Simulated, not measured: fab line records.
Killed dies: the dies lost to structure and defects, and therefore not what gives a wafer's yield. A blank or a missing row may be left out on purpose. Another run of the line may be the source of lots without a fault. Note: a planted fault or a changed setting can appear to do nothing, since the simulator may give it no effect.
Which tool is to blame? ; flow n5 finfet ; Sampling: 13 lots, 38 wafers, 3 of 1938 route steps

== WHAT THE GAUGES READ, wafer by wafer ==
N5_PASSIVATION_CD_MEAS_30 targets a cd of 4000 nm.
lot;measured;on;cd nm (nm)
L827;day 11 11:22;cd sem-02;3999.9 3998.8 4000.6
L828;day 12 06:33;cd sem-02;3998.4 4001.9 3998.6
L829;day 12 15:32;cd sem-03;4002.5 3998.6
L832;day 13 12:57;cd sem-02;4000.4 4002.1 4001.8
L831;day 13 05:07;cd sem-01;3998.7 4000.4 4001.0
L833;day 13 13:29;cd sem-02;4002.0 4000.4 4003.0
L834;day 13 13:20;cd sem-03;4000.7 4001.0 4000.9
L837;day 14 15:26;cd sem-01;4000.2 4000.3 4000.4
L842;day 15 12:05;cd sem-03;4000.6 3997.2 3998.4
L840;day 15 11:03;cd sem-03;4001.1 4000.2 4002.4
L841;day 15 13:58;cd sem-01;3998.7 4001.4 4001.8
L844;day 16 10:36;cd sem-02;3995.9 3999.8 3995.0
L845;day 16 11:02;cd sem-03;4002.6 4002.0 4001.2

== WHICH TOOL RAN EACH LOT (tool, then ch and the chambers of the sampled wafers, then the start) ==
lot;N5_BEOL_M7_CVD_78;N5_PASSIVATION_AL_DEP_21
L827;cvd co-01 ch 0,2, day 8 20:53;pvd sputter-02, day 11 10:46
L828;cvd co-01 ch 0,1, day 9 13:44;pvd sputter-01, day 12 06:05
L829;cvd co-02 ch 1,2, day 9 18:00;pvd sputter-01, day 12 15:04
L832;cvd co-01 ch 0,2, day 10 08:43;pvd sputter-03, day 13 12:22
L831;cvd co-02 ch 1,2, day 10 10:23;pvd sputter-02, day 13 04:38
L833;cvd co-01 ch 0,1, day 10 14:33;pvd sputter-01, day 13 12:46
L834;cvd co-01 ch 0,1,2, day 10 17:11;pvd sputter-02, day 13 12:44
L837;cvd co-02 ch 1,2, day 11 21:08;pvd sputter-01, day 14 14:58
L842;cvd co-02 ch 0,1, day 12 22:02;pvd sputter-03, day 15 11:37
L840;cvd co-02 ch 0,1,2, day 12 22:34;pvd sputter-02, day 15 10:27
L841;cvd co-01 ch 0,1,2, day 13 00:33;pvd sputter-01, day 15 13:29
L844;cvd co-02 ch 1,2, day 13 17:08;pvd sputter-01, day 16 10:07
L845;cvd co-02 ch 1,2, day 13 19:17;pvd sputter-03, day 16 10:34
- N5_BEOL_M7_CVD_78: deposits Co from CCTBA/H2, target thk 2 nm, time 142.3 s.
- N5_PASSIVATION_AL_DEP_21: deposits Al, target thk 2800 nm, time 170 s.

== WHAT THE TOOLS THEMSELVES READ (means of the sampled wafers that have a number; where no wafer has one, the mark that the record gives instead) ==
N5_PASSIVATION_AL_DEP_21.
lot;tool;throttle valve pct (%)
L827;pvd sputter-02;29.5
L828;pvd sputter-01;30.3
L829;pvd sputter-01;30.0
L832;pvd sputter-03;30.7
L831;pvd sputter-02;29.6
L833;pvd sputter-01;29.1
L834;pvd sputter-02;29.4
L837;pvd sputter-01;30.4
L842;pvd sputter-03;30.8
L840;pvd sputter-02;28.4
L841;pvd sputter-01;30.9
L844;pvd sputter-01;29.7
L845;pvd sputter-03;30.2

== THE ANSWER, worked out from the rows above alone ==
Rule: the lots themselves supply what counts as usual. Put in order of their means at a reading, lots are off if they are a third of the lots or fewer, leave a main group of 4 or more, and stand apart from it by a gap of 3 or more times the standard deviation of the main group's means; of several such gaps the widest counts. A main group is skipped when, at the precision printed for the reading in the tables above, its means are all equal. Also off: a lot with no number at a reading for which 4 or more lots have one. All remaining lots with rows at the step are treated as sound. Order of review: gauges by route order, followed by the tools' own readings, for which a lot's mean as printed above is used. The first step at which some lot is off is used, and at that step the reading that is off furthest; a lot without a number counts as furthest.
None of the lots is off at any reading shown; this tells nothing.

== WHAT HAD BEEN PUT IN BY THE SIMULATOR ==
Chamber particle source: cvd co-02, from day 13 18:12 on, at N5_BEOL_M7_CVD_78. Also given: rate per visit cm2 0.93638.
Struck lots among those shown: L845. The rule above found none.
